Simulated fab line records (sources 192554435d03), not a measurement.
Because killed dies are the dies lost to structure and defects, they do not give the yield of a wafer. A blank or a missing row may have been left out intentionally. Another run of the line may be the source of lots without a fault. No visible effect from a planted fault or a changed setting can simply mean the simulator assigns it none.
fab line records ; flow n5_finfet
record: lots: 11; wafers: 32; last_day: 18
route steps=1938 shown BEOL_M13@1700 BEOL_M14@1719 PASSIVATION@1936
lots untouched by any fault: they come from a run of this same line in which no faults occurred
start_h: start of the lot's first displayed wafer, in hours after the record's first day ; wait_h: hours elapsed since this lot's preceding step ; " the same as in the row above ; L1.1+2: several wafers, shown together as one row ; - either no value or no given start ; * or withheld: withheld ; < > ~ a bound
route shown NAME@n: names a module that has steps shown in the file, with the first one's number in the route ; usual: mean and standard deviation over wafers with no fault ; same: alike in all rows ; chamber/n: place in a boat ; sites: each site's reading ; _std_site: standard deviation across them ; _edge_site: mean of outer sites minus mean of inner sites ; radius_mm: how far each site lies from the wafer's centre ; mask NAME#n: copy n ; behind: the most recent tool/chamber to have shaped the wafer ; hold: why the lot was held/for how many hours/how that ended ; device: the transistor (n, p or np) that didn't switch ; end of line: tests of these same wafers at the route's end ; a step with no rows: only its recipe ; killed: at the first sort, the dies lost to defects and structure; wafer yield is something else ; map: dies across one wafer; x = killed, . = not, _ = none there
set.NAME: setting as actually run; set.NAME@STEP: the setting as run at that earlier step ; model.NAME: the simulator's own value behind a step, which no gauge read
the route's steps for a sample of lots (tables are steps, rows are wafers)
services: the hour from which a tool's chamber was out of use, counted from the record's first day as start_h (under 0 if before that day), plus the number of hours and why
== steps ==
step: N5_BEOL_M13_ETCH_38
recipe: chemistry: CF4/N2; target: SiCN; target_depth_a: 675; taper_deg: 2; time_s: 71.9; ion_energy_ev: 150; mask_material: SiO2; pressure_mtorr: 40; source_w: 430; bias_w: 70; Ar_flow_sccm: 100; cf4_flow_sccm: 60; n2_flow_sccm: 60
usual: drypump_motor_current_A: 5.6/0.35; oes_product_au: 0.78/0.075; rf_vpp_V: 382.5/1.5; showerhead_plenum_p_Torr: 2.21/0.05; throttle_valve_pct: 15.43/0.19
lot.wafer;tool;chamber;start_h;wait_h;drypump_motor_current_A;oes_product_au;rf_hours_counter_h;rf_vpp_V;showerhead_plenum_p_Torr;throttle_valve_pct
L460.4;rie_diel-04;3;242.88;-;5.4;0.72;185;384.7;2.28;15.48
L460.5;rie_diel-04;3;242.88;-;5.4;0.73;-;385.4;2.28;15.47
L460.6;rie_diel-04;0;242.88;-;5.9;0.68;-;381.2;2.18;15.46
L461.1;rie_diel-06;2;246.04;-;6.0;0.83;71;380.7;2.15;15.43
L461.3;rie_diel-06;1;246.04;-;5.3;0.77;159;382.1;2.20;15.57
L461.6;rie_diel-06;2;246.04;-;6.0;0.83;-;380.1;2.15;15.45
L462.3;rie_diel-02;0;248.08;-;5.5;0.90;31;383.7;2.24;15.48
L462.4;rie_diel-02;3;248.08;-;5.2;0.81;97;383.5;2.23;15.17
L462.6;rie_diel-02;1;248.08;-;6.1;0.86;-;383.9;2.23;15.66
L464.3;rie_diel-04;1;261.24;-;5.9;0.79;116;381.6;2.13;15.25
L464.4;rie_diel-04;0;261.24;-;6.0;0.68;238;382.4;2.18;15.45
L464.5;rie_diel-04;3;261.24;-;5.4;0.72;-;384.0;2.28;15.50
L467.2;rie_diel-02;0;273.38;-;5.5;0.87;40;383.7;2.24;15.48
L467.3;rie_diel-02;1;273.38;-;6.1;0.84;72;381.4;2.23;15.68
L467.6;rie_diel-02;3;273.38;-;5.2;0.80;-;382.5;2.22;15.17
L472.3;rie_diel-04;1;305.61;-;5.9;0.76;132;379.8;2.12;15.29
L472.5;rie_diel-04;1;305.61;-;5.8;0.76;-;381.1;2.12;15.30
L474.2;rie_diel-06;0;311.77;-;5.1;0.95;12;383.0;2.26;15.04
L474.3;rie_diel-06;1;311.77;-;5.3;0.74;184;381.4;2.19;15.60
L474.4;rie_diel-06;2;311.77;-;6.0;0.80;94;381.6;2.14;15.48
L475.2;rie_diel-02;1;319.08;-;6.1;0.83;86;383.3;2.23;15.72
L475.3;rie_diel-02;2;319.08;-;5.5;0.69;242;380.5;2.17;15.41
L475.4;rie_diel-02;0;319.08;-;5.5;0.86;54;382.5;2.23;15.54
L478.4;rie_diel-02;3;365.28;-;5.2;0.77;-;381.6;2.21;15.24
L478.5;rie_diel-02;1;365.28;-;6.1;0.81;-;382.0;2.22;15.74
L478.6;rie_diel-02;0;365.28;-;5.4;0.84;-;381.9;2.23;15.54
L483.2;rie_diel-06;2;377.28;-;6.0;0.77;112;381.3;2.14;15.53
L483.3;rie_diel-06;1;377.28;-;5.3;0.71;202;380.4;2.18;15.65
L483.5;rie_diel-06;1;377.28;-;5.4;0.72;-;380.4;2.18;15.63
L482.3;rie_diel-04;1;402.59;-;5.8;0.74;163;379.5;2.11;15.34
L482.4;rie_diel-04;0;402.59;-;5.9;0.93;21;381.4;2.16;15.04
L482.5;rie_diel-04;3;402.59;-;5.3;0.68;-;383.8;2.26;15.57
step: N5_BEOL_M13_SPUTTER_45
recipe: material: Cu; target_thk_a: 800; temp_c: -20; bias_v: 60; power_w: 26000; chamber_pressure_pa: 0.13; time_s: 13.33
usual: chamber_pressure_pa: 0.13/0.00027; throttle_valve_pct: 30.2/1.1
lot.wafer;tool;chamber;start_h;wait_h;chamber_pressure_pa;throttle_valve_pct
L460.4;pvd_sputter-01;-;245.74;0.0;0.13037;31.2
L460.5;pvd_sputter-01;-;245.74;0.0;0.13001;28.7
L460.6;pvd_sputter-01;-;245.74;0.0;0.12998;28.7
L461.1;pvd_sputter-01;-;246.62;0.0;0.12954;28.9
L461.3;pvd_sputter-01;-;246.62;0.0;0.1305;29.5
L461.6;pvd_sputter-01;-;246.62;0.0;0.13033;31.1
L462.3;pvd_sputter-03;-;249.28;0.0;0.12997;28.6
L462.4;pvd_sputter-03;-;249.28;0.0;0.13025;31.6
L462.6;pvd_sputter-03;-;249.28;0.0;0.12988;31.4
L464.3;pvd_sputter-03;-;262.09;0.0;0.13023;31.3
L464.4;pvd_sputter-03;-;262.09;0.0;0.12999;28.6
L464.5;pvd_sputter-03;-;262.09;0.0;0.12973;28.9
L467.2;pvd_sputter-02;-;273.86;0.0;0.12974;29.2
L467.3;pvd_sputter-02;-;273.86;0.0;0.13029;31.0
L467.6;pvd_sputter-02;-;273.86;0.0;0.1301;29.6
L472.3;pvd_sputter-01;-;306.38;0.0;0.13005;29.2
L472.5;pvd_sputter-01;-;306.38;0.0;0.13013;28.6
L474.2;pvd_sputter-02;-;312.30;0.0;0.12909;29.7
L474.3;pvd_sputter-02;-;312.30;0.0;0.1296;31.1
L474.4;pvd_sputter-02;-;312.30;0.0;0.13019;31.3
L475.2;pvd_sputter-02;-;319.69;0.0;0.13002;31.4
L475.3;pvd_sputter-02;-;319.69;0.0;0.12994;29.7
L475.4;pvd_sputter-02;-;319.69;0.0;0.12972;31.3
L478.4;pvd_sputter-02;-;365.99;0.0;0.12955;30.7
L478.5;pvd_sputter-02;-;365.99;0.0;0.12995;31.0
L478.6;pvd_sputter-02;-;365.99;0.0;0.13005;29.7
L483.2;pvd_sputter-03;-;378.17;0.0;0.12994;28.8
L483.3;pvd_sputter-03;-;378.17;0.0;0.12929;29.4
L483.5;pvd_sputter-03;-;378.17;0.0;0.13016;29.2
L482.3;pvd_sputter-02;-;403.07;0.0;0.12955;31.2
L482.4;pvd_sputter-02;-;403.07;0.0;0.12993;29.7
L482.5;pvd_sputter-02;-;403.07;0.0;0.12984;31.0
step: N5_BEOL_M13_THK_MEAS_50
recipe: thk_meas_gauge: xrf; reads: Cu_of_BEOL_M13_ECD_47
usual: M13_THK: 423/7.6
lot.wafer;tool;chamber;start_h;wait_h;M13_THK[nm]
L460.4;film_metro-02;-;246.61;-;432
L460.5;film_metro-02;-;246.61;-;430
L460.6;film_metro-02;-;246.61;-;418
L461.1;film_metro-02;-;247.49;-;432
L461.3;film_metro-02;-;247.49;-;430
L461.6;film_metro-02;-;247.49;-;426
L462.3;film_metro-02;-;250.15;-;432
L462.4;film_metro-02;-;250.15;-;439
L462.6;film_metro-02;-;250.15;-;436
L464.3;film_metro-01;-;262.97;-;410
L464.4;film_metro-01;-;262.97;-;417
L464.5;film_metro-01;-;262.97;-;412
L467.2;film_metro-01;-;276.72;-;430
L467.3;film_metro-01;-;276.72;-;406
L467.6;film_metro-01;-;276.72;-;424
L472.3;film_metro-02;-;307.26;-;413
L472.5;film_metro-02;-;307.26;-;421
L474.2;film_metro-01;-;313.17;-;416
L474.3;film_metro-01;-;313.17;-;417
L474.4;film_metro-01;-;313.17;-;417
L475.2;film_metro-02;-;320.91;-;432
L475.3;film_metro-02;-;320.91;-;420
L475.4;film_metro-02;-;320.91;-;442
L478.4;film_metro-02;-;366.87;-;434
L478.5;film_metro-02;-;366.87;-;420
L478.6;film_metro-02;-;366.87;-;417
L483.2;film_metro-01;-;379.04;-;430
L483.3;film_metro-01;-;379.04;-;423
L483.5;film_metro-01;-;379.04;-;414
L482.3;film_metro-02;-;404.04;-;415
L482.4;film_metro-02;-;404.04;-;421
L482.5;film_metro-02;-;404.04;-;409
step: N5_BEOL_M14_COAT_04
recipe: spin_rpm: 1704; resist_thk_nm: 800
usual: spin_speed_rpm: 1704.1/1.1
lot.wafer;tool;chamber;start_h;wait_h;spin_speed_rpm
L460.4;litho_track-01;0;247.74;-;1704.5
L460.5;litho_track-01;0;247.74;-;1705.3
L460.6;litho_track-01;0;247.74;-;1702.9
L461.1;litho_track-01;0;247.94;-;1703.6
L461.3;litho_track-01;0;247.94;-;1704.5
L461.6;litho_track-01;0;247.94;-;1702.6
L462.3;litho_track-04;0;250.57;-;1704.0
L462.4;litho_track-04;0;250.57;-;1705.3
L462.6;litho_track-04;0;250.57;-;1705.1
L464.3;litho_track-04;0;263.39;-;1705.3
L464.4;litho_track-04;0;263.39;-;1703.7
L464.5;litho_track-04;0;263.39;-;1702.1
L467.2;litho_track-04;0;277.13;-;1704.1
L467.3;litho_track-04;0;277.13;-;1701.9
L467.6;litho_track-04;0;277.13;-;1704.1
L472.3;litho_track-04;0;307.67;-;1756.9
L472.5;litho_track-04;0;307.67;-;1758.3
L474.2;litho_track-05;0;313.59;-;1702.7
L474.3;litho_track-05;0;313.59;-;1703.8
L474.4;litho_track-05;0;313.59;-;1704.4
L475.2;litho_track-05;0;321.33;-;1704.3
L475.3;litho_track-05;0;321.33;-;1704.7
L475.4;litho_track-05;0;321.33;-;1703.7
L478.4;litho_track-05;0;367.28;-;1703.1
L478.5;litho_track-05;0;367.28;-;1704.2
L478.6;litho_track-05;0;367.28;-;1703.6
L483.2;litho_track-01;0;379.46;-;1705.4
L483.3;litho_track-01;0;379.46;-;1705.5
L483.5;litho_track-01;0;379.46;-;1705.2
L482.3;litho_track-05;0;404.45;-;1703.8
L482.4;litho_track-05;0;404.45;-;1703.1
L482.5;litho_track-05;0;404.45;-;1705.4
step: N5_PASSIVATION_PROBE_49
usual: defect_limited_yield: 91.1/1.3; killed_at_M0_to_M3: 35/11; killed_at_M4_up: 13/5.4; killed_at_contacts: 14/6.5; killed_at_front_end: 41/11; killed_at_other: 4/3.1; killed_dies: 106/15; killed_on_rim: 14/3.7; killed_open: 69/12; killed_short: 35/7; sort_bin_5_function: 5.2/0.86; sort_bin_6_memory: 3.4/0.64; sort_n_pass: 1074/15; sort_yield_pct: 91.0/1.3
same: gross_dies: 1180; killed_at_back_side: 0; sort_bin_4_leakage[%]: 0; sort_bin_8_speed[%]: 0
lot.wafer;tool;chamber;start_h;wait_h;defect_limited_yield[%];killed_at_M0_to_M3;killed_at_M4_up;killed_at_contacts;killed_at_front_end;killed_at_other;killed_dies;killed_on_rim;killed_open;killed_short;sort_bin_5_function[%];sort_bin_6_memory[%];sort_n_pass;sort_yield_pct[%]
L460.4;prober-01;-;271.19;0.2;92.5;28;13;11;36;0;88;10;53;33;3.6;3.4;1092;92.5
L460.5;prober-01;-;271.24;0.2;90.2;28;13;10;60;5;116;17;77;38;5.9;3.6;1064;90.2
L460.6;prober-01;-;271.29;0.3;91.8;30;14;14;39;0;97;12;66;27;5.3;2.6;1083;91.8
L461.1;prober-02;-;273.06;0.0;90.7;26;20;10;48;6;110;16;65;41;5.3;3.6;1070;90.7
L461.3;prober-02;-;273.16;0.1;91.6;32;13;10;43;1;99;15;64;33;4.9;3.2;1081;91.6
L461.6;prober-02;-;273.31;0.3;91.0;24;10;23;46;3;106;14;69;35;5.2;3.5;1074;91.0
L462.3;prober-01;-;277.93;0.1;91.0;36;11;5;51;3;106;18;68;36;4.7;4.0;1074;91.0
L462.4;prober-01;-;277.98;0.2;90.8;40;8;7;53;1;109;19;69;37;4.8;4.1;1071;90.8
L462.6;prober-01;-;278.08;0.3;89.8;31;18;5;66;0;120;22;77;40;5.8;3.5;1060;89.8
L464.3;prober-02;-;293.54;0.1;92.5;27;10;8;39;4;88;13;57;28;4.7;2.5;1092;92.5
L464.4;prober-02;-;293.59;0.2;90.9;39;17;18;27;6;107;16;65;41;4.7;3.9;1073;90.9
L464.5;prober-02;-;293.64;0.2;90.2;43;16;10;41;6;116;12;71;42;6.0;3.6;1064;90.2
L467.2;prober-01;-;302.04;0.1;92.2;17;13;18;41;3;92;14;51;40;4.1;3.2;1088;92.2
L467.3;prober-01;-;302.09;0.1;90.8;35;19;16;37;2;109;19;79;28;5.9;3.1;1071;90.8
L467.6;prober-01;-;302.24;0.3;90.7;19;20;10;60;1;110;13;74;34;5.4;3.6;1070;90.7
L472.3;prober-02;-;336.53;0.1;93.0;33;7;8;25;10;83;9;51;30;3.6;3.1;1097;93.0
L472.5;prober-02;-;336.63;0.2;92.3;36;7;12;31;5;91;9;58;29;4.1;3.5;1089;92.3
L474.2;prober-02;-;337.40;0.1;91.4;43;10;19;25;4;101;13;72;28;5.0;3.3;1079;91.4
L474.3;prober-02;-;337.45;0.1;89.9;59;7;15;36;2;119;14;79;39;6.0;3.9;1061;89.9
L474.4;prober-02;-;337.50;0.2;89.2;36;11;22;55;4;128;18;76;51;6.4;4.0;1052;89.2
L475.2;prober-01;-;348.80;0.1;89.2;56;16;20;32;4;128;16;80;45;7.2;3.5;1052;89.2
L475.3;prober-01;-;348.85;0.1;89.2;49;11;23;36;9;128;13;81;43;6.4;4.0;1052;89.2
L475.4;prober-01;-;348.90;0.2;88.8;46;5;21;53;7;132;20;89;41;6.2;4.4;1048;88.8
L478.4;prober-02;-;398.87;0.7;90.8;35;13;14;44;3;109;20;67;37;4.9;3.9;1071;90.8
L478.5;prober-02;-;398.92;0.7;90.4;43;15;7;46;2;113;17;77;34;5.8;3.5;1067;90.4
L478.6;prober-02;-;398.97;0.8;92.0;39;24;7;22;2;94;16;56;36;4.3;3.0;1086;92.0
L483.2;prober-02;-;412.12;0.1;90.9;23;6;17;58;3;107;13;72;33;4.6;4.2;1073;90.9
L483.3;prober-02;-;412.17;0.1;91.5;21;11;13;52;3;100;10;70;24;4.8;3.3;1080;91.5
L483.5;prober-02;-;412.27;0.2;91.2;19;14;12;56;3;104;14;67;33;4.9;3.6;1076;91.2
L482.3;prober-02;-;434.72;0.1;89.5;39;16;16;53;0;124;15;90;33;6.0;4.2;1056;89.5
L482.4;prober-02;-;434.77;0.2;91.5;27;8;5;59;1;100;9;56;42;5.6;2.7;1080;91.5
L482.5;prober-02;-;434.82;0.2;91.9;38;16;7;34;0;95;12;60;32;5.3;2.5;1085;91.9
killed by level:class
L460.4 STI_FIN_REVEAL:geometric_particle:open=11 MOL_CONTACT_COAG:geometric_particle:open=6 BEOL_M0_SAQP:geometric_particle:short=6 MOL_CONTACT_COAG:geometric_particle:short=5 BEOL_M1:geometric_particle:open=5 BEOL_M2:geometric_particle:open=5 FIN_SAQP:geometric_particle:open=4 BEOL_M3:geometric_particle:open=4
L460.5 FIN_SAQP:geometric_particle:open=16 STI_FIN_REVEAL:geometric_particle:open=15 FIN_SAQP:geometric_particle:short=10 MOL_CONTACT_COAG:geometric_particle:open=7 BEOL_M2:geometric_particle:open=7 BEOL_M0_SAQP:geometric_particle:open=6 DUMMY_GATE:geometric_particle:open=4 BEOL_M0_SAQP:geometric_particle:short=4
L460.6 MOL_CONTACT_COAG:geometric_particle:open=13 STI_FIN_REVEAL:geometric_particle:open=10 BEOL_M3:geometric_particle:open=9 BEOL_M0_SAQP:geometric_particle:short=7 FIN_SAQP:geometric_particle:open=6 DUMMY_GATE:geometric_particle:open=5 ILD0:geometric_particle:open=5 BEOL_M5:geometric_particle:open=5
L461.1 FIN_SAQP:geometric_particle:short=10 GATE_CUT:geometric_particle:short=9 MOL_CONTACT_COAG:geometric_particle:open=8 DUMMY_GATE:geometric_particle:open=7 FIN_SAQP:geometric_particle:open=6 BEOL_M3:geometric_particle:open=6 BEOL_M4:geometric_particle:open=6 STI_FIN_REVEAL:geometric_particle:open=5
L461.3 BEOL_M3:geometric_particle:open=12 GATE_CUT:geometric_particle:short=11 BEOL_M1:geometric_particle:open=11 MOL_CONTACT_COAG:geometric_particle:open=8 BEOL_M4:geometric_particle:open=7 FIN_SAQP:geometric_particle:short=4 STI_FIN_REVEAL:geometric_particle:open=4 FIN_SAQP:geometric_particle:open=3
L461.6 MOL_CONTACT_COAG:geometric_particle:open=16 FIN_SAQP:geometric_particle:short=12 STI_FIN_REVEAL:geometric_particle:open=11 BEOL_M3:geometric_particle:open=10 MOL_CONTACT_COAG:geometric_particle:short=6 FIN_SAQP:geometric_particle:open=5 GATE_CUT:geometric_particle:short=5 BEOL_M1:geometric_particle:open=5
L462.3 FIN_SAQP:geometric_particle:open=11 BEOL_M0_SAQP:geometric_particle:open=9 FIN_SAQP:geometric_particle:short=8 BEOL_M3:geometric_particle:open=8 GATE_CUT:geometric_particle:open=5 DUMMY_GATE:geometric_particle:open=5 BEOL_M2:geometric_particle:open=5 BEOL_M4:geometric_particle:open=5
L462.4 FIN_SAQP:geometric_particle:open=22 FIN_SAQP:geometric_particle:short=11 GATE_CUT:geometric_particle:short=8 BEOL_M3:geometric_particle:open=7 BEOL_M0:geometric_particle:open=6 BEOL_M4:geometric_particle:open=5 BEOL_M0_SAQP:geometric_particle:short=5 BEOL_M0_SAQP:geometric_particle:open=5
L462.6 FIN_SAQP:geometric_particle:short=18 FIN_SAQP:geometric_particle:open=18 BEOL_M4:geometric_particle:open=13 BEOL_M3:geometric_particle:open=11 STI_FIN_REVEAL:geometric_particle:open=7 MOL_CONTACT_COAG:geometric_particle:open=5 DUMMY_GATE:geometric_particle:open=4 ILD0:geometric_particle:open=4
L464.3 FIN_SAQP:geometric_particle:short=10 STI_FIN_REVEAL:geometric_particle:open=9 FIN_SAQP:geometric_particle:open=8 BEOL_M0_SAQP:geometric_particle:short=7 MOL_CONTACT_COAG:geometric_particle:open=6 BEOL_M0_SAQP:geometric_particle:open=5 BEOL_M2:geometric_particle:open=5 BEOL_M4:geometric_particle:open=5
L464.4 MOL_CONTACT_COAG:geometric_particle:open=14 FIN_SAQP:geometric_particle:short=8 BEOL_M5:geometric_particle:open=8 BEOL_M2:geometric_particle:open=7 BEOL_M0_SAQP:geometric_particle:short=6 BEOL_M3:geometric_particle:short=6 BEOL_M0:geometric_particle:open=5 GATE_CUT:geometric_particle:short=4
L464.5 FIN_SAQP:geometric_particle:open=12 BEOL_M0_SAQP:geometric_particle:short=12 BEOL_M2:geometric_particle:open=10 GATE_CUT:geometric_particle:short=8 BEOL_M0:geometric_particle:open=7 BEOL_M4:geometric_particle:open=7 BEOL_M0_SAQP:geometric_particle:open=6 FIN_SAQP:geometric_particle:short=5
L467.2 MOL_CONTACT_COAG:geometric_particle:open=13 FIN_SAQP:geometric_particle:short=7 FIN_SAQP:geometric_particle:open=6 STI_FIN_REVEAL:geometric_particle:open=6 GATE_CUT:geometric_particle:short=5 MOL_CONTACT_COAG:geometric_particle:short=4 GATE_CUT:geometric_particle:open=4 BEOL_M0_SAQP:geometric_particle:short=4
L467.3 MOL_CONTACT_COAG:geometric_particle:open=15 STI_FIN_REVEAL:geometric_particle:open=14 BEOL_M0_SAQP:geometric_particle:open=12 BEOL_M3:geometric_particle:open=9 FIN_SAQP:geometric_particle:open=6 FIN_SAQP:geometric_particle:short=6 BEOL_M5:geometric_particle:open=6 BEOL_M0_SAQP:geometric_particle:short=4
L467.6 GATE_CUT:geometric_particle:short=12 GATE_CUT:geometric_particle:open=10 MOL_CONTACT_COAG:geometric_particle:open=10 BEOL_M4:geometric_particle:open=10 FIN_SAQP:geometric_particle:open=8 FIN_SAQP:geometric_particle:short=6 STI_FIN_REVEAL:geometric_particle:open=5 BEOL_M1:geometric_particle:open=5
L472.3 BEOL_M2:geometric_particle:open=6 BEOL_M3:geometric_particle:open=6 MOL_CONTACT_COAG:geometric_particle:open=5 BEOL_M0_SAQP:geometric_particle:open=5 BEOL_M1:geometric_particle:short=5 FIN_SAQP:geometric_particle:open=4 STI_FIN_REVEAL:geometric_particle:open=4 DUMMY_GATE:geometric_particle:open=4
L472.5 MOL_CONTACT_COAG:geometric_particle:open=10 BEOL_M0_SAQP:geometric_particle:open=10 STI_FIN_REVEAL:geometric_particle:open=8 BEOL_M1:geometric_particle:open=8 BEOL_M0_SAQP:geometric_particle:short=7 BEOL_M2:geometric_particle:open=5 STARTING-WAFER:geometric_particle:open=5 STARTING-WAFER:geometric_particle:short=4
L474.2 MOL_CONTACT_COAG:geometric_particle:open=15 BEOL_M2:geometric_particle:open=10 BEOL_M0_SAQP:geometric_particle:open=9 BEOL_M3:geometric_particle:open=7 BEOL_M3:geometric_particle:short=6 FIN_SAQP:geometric_particle:open=5 DUMMY_GATE:geometric_particle:open=5 STI_FIN_REVEAL:geometric_particle:open=4
L474.3 BEOL_M0_SAQP:geometric_particle:open=16 BEOL_M0_SAQP:geometric_particle:short=13 BEOL_M2:geometric_particle:open=13 STI_FIN_REVEAL:geometric_particle:open=9 MOL_CONTACT_COAG:geometric_particle:open=9 BEOL_M3:geometric_particle:open=7 MOL_CONTACT_COAG:geometric_particle:short=6 FIN_SAQP:geometric_particle:short=5
L474.4 MOL_CONTACT_COAG:geometric_particle:open=15 BEOL_M0_SAQP:geometric_particle:short=14 STI_FIN_REVEAL:geometric_particle:open=12 FIN_SAQP:geometric_particle:short=11 ILD0:geometric_particle:short=7 MOL_CONTACT_COAG:geometric_particle:short=7 BEOL_M0_SAQP:geometric_particle:open=7 BEOL_M3:geometric_particle:open=6
L475.2 MOL_CONTACT_COAG:geometric_particle:open=14 BEOL_M0_SAQP:geometric_particle:short=12 BEOL_M0_SAQP:geometric_particle:open=12 BEOL_M1:geometric_particle:open=9 STI_FIN_REVEAL:geometric_particle:open=8 FIN_SAQP:geometric_particle:short=7 BEOL_M3:geometric_particle:open=6 BEOL_M4:geometric_particle:open=6
L475.3 MOL_CONTACT_COAG:geometric_particle:open=18 BEOL_M1:geometric_particle:open=18 BEOL_M3:geometric_particle:open=9 STI_FIN_REVEAL:geometric_particle:open=8 BEOL_M0_SAQP:geometric_particle:open=7 STI_FIN_REVEAL:geometric_particle:short=5 MOL_CONTACT_COAG:geometric_particle:short=5 BEOL_M0_SAQP:geometric_particle:short=5
L475.4 MOL_CONTACT_COAG:geometric_particle:open=19 STI_FIN_REVEAL:geometric_particle:open=18 BEOL_M1:geometric_particle:open=14 FIN_SAQP:geometric_particle:open=9 FIN_SAQP:geometric_particle:short=9 BEOL_M0_SAQP:geometric_particle:short=8 BEOL_M0_SAQP:geometric_particle:open=7 BEOL_M1:geometric_particle:short=5
L478.4 MOL_CONTACT_COAG:geometric_particle:open=13 BEOL_M0_SAQP:geometric_particle:open=10 DUMMY_GATE:geometric_particle:open=7 BEOL_M0_SAQP:geometric_particle:short=7 BEOL_M4:geometric_particle:open=6 FIN_SAQP:geometric_particle:open=4 BEOL_M0:geometric_particle:open=4 STARTING-WAFER:geometric_particle:open=4
L478.5 BEOL_M0_SAQP:geometric_particle:open=18 STI_FIN_REVEAL:geometric_particle:open=13 BEOL_M0_SAQP:geometric_particle:short=8 BEOL_M4:geometric_particle:open=7 MOL_CONTACT_COAG:geometric_particle:open=6 FIN_SAQP:geometric_particle:short=5 BEOL_M0:geometric_particle:open=5 STARTING-WAFER:geometric_particle:open=5
L478.6 BEOL_M0_SAQP:geometric_particle:short=17 BEOL_M0_SAQP:geometric_particle:open=12 STI_FIN_REVEAL:geometric_particle:open=8 BEOL_M4:geometric_particle:open=8 BEOL_M5:geometric_particle:open=7 FIN_SAQP:geometric_particle:short=6 MOL_CONTACT_COAG:geometric_particle:open=5 BEOL_M1:geometric_particle:open=4
L483.2 FIN_SAQP:geometric_particle:open=18 FIN_SAQP:geometric_particle:short=14 MOL_CONTACT_COAG:geometric_particle:open=12 STI_FIN_REVEAL:geometric_particle:open=12 BEOL_M1:geometric_particle:open=7 BEOL_M2:geometric_particle:open=7 MOL_CONTACT_COAG:geometric_particle:short=5 STARTING-WAFER:geometric_particle:open=4
L483.3 FIN_SAQP:geometric_particle:open=19 MOL_CONTACT_COAG:geometric_particle:open=10 BEOL_M2:geometric_particle:open=7 STI_FIN_REVEAL:geometric_particle:open=5 DUMMY_GATE:geometric_particle:open=4 ILD0:geometric_particle:short=4 BEOL_M0:geometric_particle:open=4 FIN_SAQP:geometric_particle:short=3
L483.5 FIN_SAQP:geometric_particle:open=20 FIN_SAQP:geometric_particle:short=13 MOL_CONTACT_COAG:geometric_particle:open=8 BEOL_M2:geometric_particle:open=5 DUMMY_GATE:geometric_particle:open=4 MOL_CONTACT_COAG:geometric_particle:short=4 STARTING-WAFER:geometric_particle:open=4 STI_FIN_REVEAL:geometric_particle:short=3
L482.3 STI_FIN_REVEAL:geometric_particle:open=17 BEOL_M0_SAQP:geometric_particle:open=15 MOL_CONTACT_COAG:geometric_particle:open=11 BEOL_M3:geometric_particle:open=7 FIN_SAQP:geometric_particle:open=5 DUMMY_GATE:geometric_particle:open=5 ILD0:geometric_particle:open=5 MOL_CONTACT_COAG:geometric_particle:short=5
L482.4 STI_FIN_REVEAL:geometric_particle:open=23 FIN_SAQP:geometric_particle:short=9 BEOL_M0_SAQP:geometric_particle:short=9 FIN_SAQP:geometric_particle:open=7 BEOL_M0_SAQP:geometric_particle:open=5 STI_FIN_REVEAL:geometric_particle:short=4 STARTING-WAFER:geometric_particle:open=4 BEOL_M3:geometric_particle:short=4
L482.5 BEOL_M0_SAQP:geometric_particle:open=12 STI_FIN_REVEAL:geometric_particle:open=10 BEOL_M0_SAQP:geometric_particle:short=9 MOL_CONTACT_COAG:geometric_particle:open=6 BEOL_M4:geometric_particle:open=5 FIN_SAQP:geometric_particle:short=4 BEOL_M1:geometric_particle:open=4 GATE_CUT:geometric_particle:short=4
== services ==
tool;chamber;start_h;hours;kind
rie_diel-04;0;233.13;1.3;repair
rie_diel-06;3;237.11;10.1;repair
litho_track-04;-;245.20;-;consumable_replace:filter
rie_diel-06;0;256.68;-;clean
rie_diel-06;0;256.68;-;consumable_replace:focus_ring
rie_diel-02;2;262.89;2.0;repair
rie_diel-02;-;275.04;4.0;pm
rie_diel-02;2;291.71;6.1;repair
rie_diel-06;2;293.86;4.5;repair
rie_diel-06;3;298.24;2.1;repair
rie_diel-04;0;299.28;-;clean
rie_diel-04;0;299.28;-;consumable_replace:focus_ring
rie_diel-04;0;299.28;33.5;scheduled_down
rie_diel-04;0;299.28;33.5;vent_cycle
litho_track-05;-;348.22;-;consumable_replace:filter
rie_diel-02;-;352.24;2.8;pm
rie_diel-02;2;356.20;-;clean
rie_diel-02;2;356.20;-;consumable_replace:esc
rie_diel-02;2;356.20;-;consumable_replace:focus_ring
rie_diel-02;2;356.20;18.2;scheduled_down
rie_diel-02;2;356.20;18.2;vent_cycle
rie_diel-06;-;383.85;14.6;pm
rie_diel-02;0;386.50;6.3;repair
pvd_sputter-01;-;389.72;7.3;repair
== key ==
first_sign: step: N5_BEOL_M14_COAT_04; reading: spin_speed_rpm; direction: up; sigmas: 49; usual: *; struck: *
effect none on later readings
met_at N5_BEOL_M14_COAT_04
struck_lots L472
not_acting_at N5_BEOL_M13_ETCH_38,N5_BEOL_M13_SPUTTER_45,N5_BEOL_M13_THK_MEAS_50
onset_between 277.13 307.67
earlier_fault: kind: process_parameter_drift; tool: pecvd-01; chamber: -; onset_h: 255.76; steps: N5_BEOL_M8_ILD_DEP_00; channel: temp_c; offset: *; shape: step; acts_in: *; stated: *
fault: kind: process_parameter_drift; tool: litho_track-04; chamber: -; onset_h: 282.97; steps: N5_BEOL_M14_COAT_04; channel: spin_rpm; offset: *; shape: step; acts_in: *; stated: *
